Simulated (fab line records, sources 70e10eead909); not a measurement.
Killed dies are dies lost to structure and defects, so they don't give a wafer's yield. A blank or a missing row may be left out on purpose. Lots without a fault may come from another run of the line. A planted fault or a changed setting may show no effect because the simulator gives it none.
Which tool did it? | flow nand_harc | 6 lots, 18 wafers sampled, at 5 steps of a route of 1302

WHAT THE GAUGES READ, wafer by wafer
NHARC_END_SORT_01.
lot  | measured     | on        | killed_at_array
L687 | day 29 22:45 | prober-01 | 668 668 672
L688 | day 30 16:52 | prober-01 | 675 673 672

WHICH TOOL RAN EACH LOT (tool, then ch and the chambers of the sampled wafers, then the start)
lot  | NHARC_A_CONTACT_DEP_28        | NHARC_A_CONTACT_ETCH_113             | NHARC_A_CONTACT_ETCH_122             | NHARC_A_CONTACT_ETCH_96
L677 | acl_dep-01 ch 0, day 23 16:55 | har_cap_etch-03 ch 0,1, day 24 00:32 | har_cap_etch-03 ch 0,1, day 24 02:04 | rie_diel-02 ch 2,3, no start
L681 | acl_dep-02 ch 0, day 24 12:50 | har_cap_etch-03 ch 0,1, day 24 18:19 | har_cap_etch-03 ch 0,1, day 24 19:59 | rie_diel-03 ch 1,2,3, no start
L687 | acl_dep-03 ch 0, day 26 15:58 | har_cap_etch-03 ch 0,1, day 26 23:20 | har_cap_etch-03 ch 0,1, day 27 01:13 | rie_diel-09 ch 0,2,3, day 29 22:45 or earlier
L688 | acl_dep-02 ch 0, day 27 09:29 | har_cap_etch-01 ch 0,1, day 27 17:15 | har_cap_etch-01 ch 0,1, day 27 19:19 | rie_diel-09 ch 0,2,3, day 30 16:52 or earlier
L694 | acl_dep-03 ch 0, day 29 20:14 | har_cap_etch-03 ch 0,1, day 30 03:32 | har_cap_etch-03 ch 0,1, day 30 05:05 | rie_diel-02 ch 0,2,3, no start
L697 | acl_dep-02 ch 0, day 30 10:04 | har_cap_etch-01 ch 0,1, day 30 17:28 | har_cap_etch-01 ch 0,1, day 30 18:59 | rie_diel-03 ch 1,2, no start
- NHARC_A_CONTACT_DEP_28: deposits aC, target thk 7000 nm.
- NHARC_A_CONTACT_ETCH_113: etches the open film in C4F8/O2/Ar, time 190 s, target depth 1850 nm.
- NHARC_A_CONTACT_ETCH_122: etches the open film in C4F8/O2/Ar, time 190 s, target depth 1850 nm.
- NHARC_A_CONTACT_ETCH_96: etches the open film in C4F6/O2, target depth 20 nm, time 10 s.

THE ANSWER, worked out from the rows above alone
Rule: what is usual is taken from the lots themselves. Put in order of their means at a reading, lots are off if they are a third of the lots or fewer, leave a main group of 4 or more, and stand apart from it by a gap of 3 or more times the standard deviation of the main group's means; of several such gaps the widest counts. A main group whose means are all the same, to the digits that the tables above print for the reading, isn't used. A lot without any number at a reading at which 4 lots or more have one is off too. The other lots that the step has rows for count as sound.
No lot is off at any reading shown: from this, nothing can be told.

WHAT THE SIMULATOR HAD PUT IN
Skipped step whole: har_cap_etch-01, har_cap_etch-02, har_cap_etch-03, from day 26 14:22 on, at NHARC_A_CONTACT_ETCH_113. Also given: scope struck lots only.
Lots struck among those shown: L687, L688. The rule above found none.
